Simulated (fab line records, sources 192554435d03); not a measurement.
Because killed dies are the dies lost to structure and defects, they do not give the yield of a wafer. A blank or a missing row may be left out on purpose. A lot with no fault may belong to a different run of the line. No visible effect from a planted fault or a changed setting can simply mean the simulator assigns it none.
Split-lot experiment + flow n5_finfet + 7 lots, 21 wafers read, on a route of 1938 steps

## ON THE SPLIT
At N5_MOL_CONTACT_COAG_ETCH_110 (etches Si in CF4/O2, target depth 2.5 nm, time 8 s), the setting source_w was moved away from the recipe's 200 W on 8 of the 21 wafers read, by -14.0% to +15.8%. All remaining wafers had this setting at the recipe value.

The reading is taken at the split's own step.

## THE READING
rf_vpp_V, in V, at N5_MOL_CONTACT_COAG_ETCH_110 (etches Si in CF4/O2, target depth 2.5 nm, time 8 s). Fault-free wafers of this fab line usually give 127.4 V, standard deviation 2.5 V.

| wafer  | tool, chamber at the split | source_w as run, W | against the recipe | rf_vpp_V, V | against lot-mates on the recipe |
|--------|----------------------------|--------------------|--------------------|-------------|---------------------------------|
| L074.1 | rie_diel-04, 0             | 175.2              | -12.4%             | 137.3       | +9.7                            |
| L074.4 | rie_diel-04, 3             | 175.2              | -12.4%             | 137.9       | +10.3                           |
| L074.5 | rie_diel-04, 0             | 200                | recipe             | 127.6       | -                               |
| L078.3 | rie_diel-01, 3             | 200                | recipe             | 124.8       | -                               |
| L078.4 | rie_diel-01, 1             | 200                | recipe             | 129.0       | -                               |
| L078.6 | rie_diel-01, 0             | 231.4              | +15.7%             | 118.9       | -8.0                            |
| L082.3 | rie_diel-04, 1             | 200                | recipe             | 128.4       | -                               |
| L082.4 | rie_diel-04, 0             | 200                | recipe             | 127.5       | -                               |
| L082.5 | rie_diel-04, 1             | 231.7              | +15.8%             | 117.8       | -10.2                           |
| L086.2 | rie_diel-01, 0             | 230.6              | +15.3%             | 117.9       | -11.9                           |
| L086.4 | rie_diel-01, 2             | 200                | recipe             | 129.8       | -                               |
| L086.5 | rie_diel-01, 0             | 230.6              | +15.3%             | 117.7       | -12.1                           |
| L087.4 | rie_diel-06, 1             | 200                | recipe             | 121.2       | -                               |
| L087.5 | rie_diel-06, 0             | 200                | recipe             | 125.2       | -                               |
| L087.6 | rie_diel-06, 3             | 200                | recipe             | 128.6       | -                               |
| L093.1 | rie_diel-06, 2             | 200                | recipe             | 127.4       | -                               |
| L093.3 | rie_diel-06, 1             | 200                | recipe             | 125.4       | -                               |
| L093.5 | rie_diel-06, 2             | 200                | recipe             | 127.9       | -                               |
| L095.3 | rie_diel-01, 2             | 172                | -14.0%             | 140.8       | +16.4                           |
| L095.5 | rie_diel-01, 3             | 200                | recipe             | 124.4       | -                               |
| L095.6 | rie_diel-01, 0             | 172                | -14.0%             | 142.0       | +17.6                           |

FIT RESULTS
A straight line over all 21 wafers: rf_vpp_V changes by -0.738 V for each +1% of source_w; r = -0.94; the points scatter about the line by 2.5 V.
The same after taking each lot's own level away (the mean of its wafers on the recipe; 21 wafers): -0.832 V for each +1%; r = -0.95; scatter 2.5 V.
That fit puts the effect of the largest move of source_w on the reading at 13 V.
Across the lots, their own levels run from 124.40 to 129.80 V, a range of 2.2 times the standard deviation given above.
In other words, the slope is changed by the lot-to-lot level; the two fits disagree.
Check: with one of the wafers moved furthest among these (+15.8%) left out of the fit, the line predicts -12.8 V for it against its lot-mates. It came out at -10.2 V against them.
Tool readings at the split's step, against how far the setting was moved: rf_vpp_V r = -0.94.

## THESE WAFERS: OTHER SPLITS
Before the reading, these wafers also passed through other splits. Each is held against what the fit with the lots' levels taken away leaves over:
| other split on the same wafers       | wafers away from the commonest value | r with rf_vpp_V (lot level and that fit taken away) |
|--------------------------------------|--------------------------------------|-----------------------------------------------------|
| N5_GATE_CUT_COAT_27 spin_rpm         | 7                                    | -0.14                                               |
| N5_MOL_CONTACT_COAG_ETCH_15 source_w | 7                                    | -0.08                                               |

## THE WHOLE CHAIN: every reading that the file lists as answering this split, in the file's order
| step                         | what it does                                       | reading                                                        | change (the file's fit)                | r (the file's) |
|------------------------------|----------------------------------------------------|----------------------------------------------------------------|----------------------------------------|----------------|
| N5_MOL_CONTACT_COAG_ETCH_110 | etches Si in CF4/O2, target depth 2.5 nm, time 8 s | rf_vpp_V                                                       | -0.77 V for each +1% of the setting    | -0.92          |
| N5_MOL_CONTACT_COAG_ETCH_110 | etches Si in CF4/O2, target depth 2.5 nm, time 8 s | etch.depth_nm (the simulator's own value, which no gauge read) | +0.0222 nm for each +1% of the setting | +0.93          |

## FILE'S OWN FIT
rf_vpp_V changes by -0.77 V for each +1% of source_w, r = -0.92.
